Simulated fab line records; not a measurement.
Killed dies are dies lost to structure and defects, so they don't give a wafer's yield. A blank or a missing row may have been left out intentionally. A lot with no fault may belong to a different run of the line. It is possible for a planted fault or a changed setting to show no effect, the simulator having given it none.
A lot that was struck, set against a sound lot | flow nand_harc | 13 steps out of a route of 1302
Sound: wafers L223.1, L223.2, L223.6. Wafers struck: L227.2, L227.4, L227.5. At the end, the cause is stated.
Per side, at each step with rows, come the tool, then ch with its chambers, and then its first start. Under that, the readings that differ: sound wafers | struck wafers | difference of the means | sigmas: that difference in standard deviations of wafers without a fault.
alike: same words and numbers on both sides, and readings whose means sit less than 2 such deviations apart. not compared: any withheld reading, any reading some wafer has no value for, any bound like >300 that may hide the same value, and any number with overlapping values for which the record gives no deviation.
A row with sigmas, a row that says differs or no value, or rows on one side alone: a step with any of these is where the two part. Numbers that don't overlap but have no deviation are shown without sigmas and don't part them. A reading that every wafer of one side lacks parts them only if that side has two wafers or more.

NHARC_A_WL_FILL_RTA_01: time 5 s.
  sound on rtp_anneal-02 ch 0, day 21 14:52; struck on rtp_anneal-02 ch 0, day 23 04:10
  alike: lamp_power_pct, lamp_zone_4_pct, lamp_zone_7_pct, wafer_temp_C_max
NHARC_A_WL_FILL_ALD_02: deposits TiN, target thk 2 nm, pulse time 3 s, ald cycles 100.
  sound on ald_metal-02 ch 1,2,3, day 21 15:05; struck on ald_metal-02 ch 1,3, day 23 04:23
  reading                    | sound             | struck            | difference | sigmas
  precursor_pulse_height_rel | 0.971 0.994 0.967 | 1.019 1.021 1.016 | +0.041     | +2
  alike: ald_cycles, heater_power_w, susceptor_temp_C
NHARC_A_WL_FILL_CVD_03: deposits W, target thk 40 nm, time 279 s.
  sound on cvd_w-02 ch 1, day 21 15:31; struck on cvd_w-02 ch 0,1, day 23 04:49
  alike: chamber_pressure_Torr, heater_power_w, susceptor_temp_C, throttle_valve_pct
then, 2 steps without rows for these wafers: NHARC_A_WL_FILL_ETCHBACK_04 (etches the open film in NF3, target depth 60 nm, time 120 s); NHARC_A_WL_FILL_ETCHBACK_05 (etches the open film in Cl2/BCl3, target depth 22 nm, time 60 s).
NHARC_A_WL_FILL_STRIP_27: strips in N2/H2, time 20 s.
  sound on plasma_asher-01 ch 0,1, day 21 17:05; struck on plasma_asher-02 ch 0,1, day 23 05:35
  alike: drypump_motor_current_A, heater_power_w
  not compared: rf_hours_counter_h
then, 4 steps without rows for these wafers: NHARC_A_WL_FILL_STRIP_28 (strips in post etch residue remover, time 1200 s); NHARC_A_WL_FILL_PRECLEAN_06 (cleans in DIW, time 300 s); NHARC_A_WL_FILL_SRD_07; NHARC_A_WL_FILL_ANNEAL_08 (time 1800 s).
NHARC_A_WL_FILL_ALD_10: deposits SiO2, target thk 50 nm, pulse time 10 s, ald cycles 500.
  sound on ald_hk-02 ch 0,1, day 21 23:20; struck on ald_hk-02 ch 0,1,3, day 23 09:35
  reading    | sound       | struck      | difference | sigmas
  ald_cycles | 500 500 500 | 471 471 471 | -29        |
  alike: heater_power_w, precursor_pulse_height_rel, susceptor_temp_C
NHARC_A_WL_FILL_ETCHBACK_16: etches the open film in C4F8/O2/Ar, target depth 120 nm, time 24 s.
  sound on rie_diel-08 ch 0,1,3; struck on rie_diel-08 ch 0,2,3
  alike: oes_product_au, rf_vpp_V
  not compared: rf_hours_counter_h
-- jump in the record: it breaks off in module A_WL_FILL and resumes in module END (first step shown: number 1302 of the route), and 4 days separate the struck wafers' starts before and after --
NHARC_END_SORT_01:
  sound on prober-02 ch 0, day 26 02:18; struck on prober-02 ch 0, day 27 03:03
  alike: killed_at_array, killed_at_other, killed_at_periphery, killed_dies, killed_open, killed_short

== WHERE THEY PART ==
NHARC_A_WL_FILL_ALD_02 only, going by this record. Later steps at which nothing parts them and some readings are alike: NHARC_A_WL_FILL_CVD_03, NHARC_A_WL_FILL_STRIP_27, NHARC_A_WL_FILL_ALD_10, NHARC_A_WL_FILL_ETCHBACK_16, NHARC_END_SORT_01.

WHY: the cause the simulator had injected
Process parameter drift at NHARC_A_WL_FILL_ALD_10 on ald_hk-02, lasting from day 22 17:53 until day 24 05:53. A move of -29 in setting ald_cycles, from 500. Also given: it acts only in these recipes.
